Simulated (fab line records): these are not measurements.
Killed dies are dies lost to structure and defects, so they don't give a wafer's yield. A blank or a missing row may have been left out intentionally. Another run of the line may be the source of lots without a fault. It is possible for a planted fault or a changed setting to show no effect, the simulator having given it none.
2 desks, one fault | flow nandHarc | numbers are kept per desk, each desk with only its own; the story behind them comes last

TOOL OWNER'S DESK, lithoTrack-03
The tool's own readings at NHARC_A_ZERO_WELL_SOFTBAKE_05 (time 70 s): means of the sampled wafers that have a number, for each lot that ran on this tool. If a lot's mean is further than 4 standard deviations from the usual mean, the lot is out of limits and carries the mark OUT (the distance appears in the brackets).
Columns: A = exhaustPa at NHARC_A_ZERO_WELL_SOFTBAKE_05, usual 45.1 Pa; B = heaterPowerTotalW at NHARC_A_ZERO_WELL_SOFTBAKE_05, usual 201.1 W
lot  | first seen here | A    | B
L696 | day 7 09:00     | 45.0 | 202.0
L698 | day 7 22:00     | 46.0 | 200.5
L699 | day 8 12:00     | 45.3 | 200.0
L701 | day 9 05:00     | 44.9 | 200.9
L702 | day 9 13:00     | 44.4 | 201.1
L707 | day 11 20:00    | 44.2 | 195.3 (-4.5) OUT
L708 | day 12 00:00    | 44.9 | 195.6 (-4.2) OUT
L716 | day 15 11:00    | 45.6 | 201.8
L717 | day 15 20:00    | 45.6 | 200.2
Finding of this desk: L707, L708 out of limits; the first was L707 at day 11 20:00, on heaterPowerTotalW at NHARC_A_ZERO_WELL_SOFTBAKE_05. Within limits: L696, L698, L699, L701, L702, L716, L717.

THE METROLOGY DESK
What the gauges read for every lot (on any tool): the sampled wafers with a number, averaged. If a lot's mean is further than 4 standard deviations from the usual mean, the lot is out of limits and carries the mark OUT (the distance appears in the brackets).
Columns: A = thkNm at NHARC_P_BONDPAD_THK_MEAS_20, usual 160.3 nm; B = cdNm at NHARC_A_ZERO_WELL_CD_MEAS_10, usual 1998.9 nm
lot  | first seen here | A     | B
L696 | day 7 07:58     | 161.3 | 1999.3
L698 | day 7 21:10     | 161.4 | 1997.9
L699 | day 8 11:44     | 160.3 | 1999.5
L700 | day 8 17:02     | 159.7 | 1998.8
L701 | day 9 04:41     | 161.4 | 1999.6
L702 | day 9 12:28     | 162.0 | 1998.4
L707 | day 11 19:42    | 161.5 | 1996.1
L708 | day 11 23:26    | 159.6 | 1997.9
L712 | day 13 15:13    | 160.7 | 1999.0
L714 | day 14 14:43    | 162.0 | 1999.5
L715 | day 14 21:32    | 161.1 | 1998.2
L716 | day 15 10:17    | 161.5 | 2000.3
L717 | day 15 19:44    | 157.7 | 1999.3
L718 | day 16 03:05    | 159.7 | 2001.2
This desk found nothing out of limits on any of the 14 lots.

TAKEN TOGETHER
The tool owner's desk could have raised an alarm at day 11 20:00, on L707, L708.
Metrology desk: nothing out of limits seen.
The metrology desk holds a record of L707, L708, inside its limits.
NHARC_A_ZERO_WELL_SOFTBAKE_05 was run on lithoTrack-03 by each of the lots named.

WHAT WAS PUT IN BY THE SIMULATOR
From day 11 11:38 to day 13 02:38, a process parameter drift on lithoTrack-03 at NHARC_A_ZERO_WELL_SOFTBAKE_05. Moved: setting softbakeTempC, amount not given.
Struck lots among those shown: L707, L708.
Delay in hours, fault start to first out-of-limits reading, by desk: the tool owner's desk at 8.
